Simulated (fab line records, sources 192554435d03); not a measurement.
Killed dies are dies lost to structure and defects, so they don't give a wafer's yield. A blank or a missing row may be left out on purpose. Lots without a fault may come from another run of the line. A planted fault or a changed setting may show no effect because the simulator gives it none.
Split-lot experiment | flow n5_finfet | 7 lots, 21 wafers read, on a route of 1938 steps

THE SPLIT
At N5_BEOL_M14_PEB_26 (peb time 90 s), the setting peb_temp_c was moved away from the recipe's 130 C on 9 of the 21 wafers read, by -2.7% to +2.2%. The other wafers ran this setting at the recipe's value.

FROM THE SPLIT TO THE READING: what the file shows between them, 2 steps
- N5_BEOL_M14_DEVELOP_27: develop time 45 s
- N5_BEOL_M14_HARDBAKE_32: time 120 s

THE READING
cd_nm, in nm, at N5_BEOL_M14_CD_MEAS_28 (target cd 284.4 nm). Fault-free wafers of this fab line usually give 284.5 nm, standard deviation 1.4 nm.

wafer  | tool, chamber at the split | peb_temp_c as run, C | against the recipe | cd_nm, nm | against lot-mates on the recipe
L075.1 | litho_track-01, 0          | 130                  | recipe             | 285.8     | -
L075.2 | litho_track-01, 0          | 130                  | recipe             | 284.1     | -
L075.3 | litho_track-01, 0          | 130                  | recipe             | 285.0     | -
L076.3 | litho_track-02, 0          | 132.9                | +2.2%              | 297.9     | +11.9
L076.4 | litho_track-02, 0          | 132.9                | +2.2%              | 294.9     | +8.9
L076.6 | litho_track-02, 0          | 130                  | recipe             | 286.0     | -
L081.1 | litho_track-02, 0          | 126.6                | -2.6%              | 265.8     | -16.5
L081.2 | litho_track-02, 0          | 130                  | recipe             | 282.3     | -
L081.3 | litho_track-02, 0          | 126.6                | -2.6%              | 265.7     | -16.6
L083.1 | litho_track-02, 0          | 130                  | recipe             | 282.6     | -
L083.2 | litho_track-02, 0          | 130                  | recipe             | 281.5     | -
L083.3 | litho_track-02, 0          | 130                  | recipe             | 282.7     | -
L086.3 | litho_track-05, 0          | 130                  | recipe             | 285.7     | -
L086.4 | litho_track-05, 0          | 126.5                | -2.7%              | 266.7     | -19.2
L086.6 | litho_track-05, 0          | 130                  | recipe             | 286.2     | -
L089.1 | litho_track-01, 0          | 131.8                | +1.4%              | 290.5     | no lot-mate on the recipe
L089.3 | litho_track-01, 0          | 131.8                | +1.4%              | 291.2     | no lot-mate on the recipe
L089.4 | litho_track-01, 0          | 131.8                | +1.4%              | 290.8     | no lot-mate on the recipe
L090.4 | litho_track-02, 0          | 130                  | recipe             | 286.5     | -
L090.5 | litho_track-02, 0          | 130                  | recipe             | 283.5     | -
L090.6 | litho_track-02, 0          | 126.5                | -2.7%              | 265.9     | -19.1

THE FIT
A straight line over all 21 wafers: cd_nm changes by +6.23 nm for each +1% of peb_temp_c; r = +0.98; the points scatter about the line by 1.8 nm.
The same after taking each lot's own level away (the mean of its wafers on the recipe; 18 wafers): +6.08 nm for each +1%; r = +0.99; scatter 1.5 nm.
On that fit, the largest move of peb_temp_c shifts the reading by 16 nm.
The lots' own levels span 282.27 to 286.00 nm, that is 2.7 times the standard deviation above.
So the lot-to-lot level changes the slope little: the two slopes agree.
Check: with one of the wafers moved furthest among these (-2.7%) left out of the fit, the line predicts -16.5 nm for it against its lot-mates. It came out at -19.2 nm against them.

OTHER SPLITS ON THESE WAFERS
These wafers also went through other splits before the reading. Each is held against what the fit with the lots' levels taken away leaves over:
other split on the same wafers | wafers away from the commonest value | r with cd_nm (lot level and that fit taken away)
N5_BEOL_M13_COAT_66 spin_rpm   | 7                                    | -0.23

THE WHOLE CHAIN: every reading that the file lists as answering this split, in the file's order
step                   | what it does                                           | reading                                                         | change (the file's fit)              | r (the file's)
N5_BEOL_M14_CD_MEAS_28 | target cd 284.4 nm                                     | cd_nm                                                           | +6.46 nm for each +1% of the setting | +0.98
N5_BEOL_M14_DESCUM_33  | chemistry O2, time 7.9 s                               | BEOL_M14.cd_nm (the simulator's own value, which no gauge read) | +6.48 nm for each +1% of the setting | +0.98
N5_BEOL_M14_ETCH_67    | etches SiARC in CF4, target depth 143 nm, time 238.3 s | BEOL_M14.cd_nm (the simulator's own value, which no gauge read) | +6.58 nm for each +1% of the setting | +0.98

THE FILE'S OWN FIT
cd_nm changes by +6.46 nm for each +1% of peb_temp_c, r = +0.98.
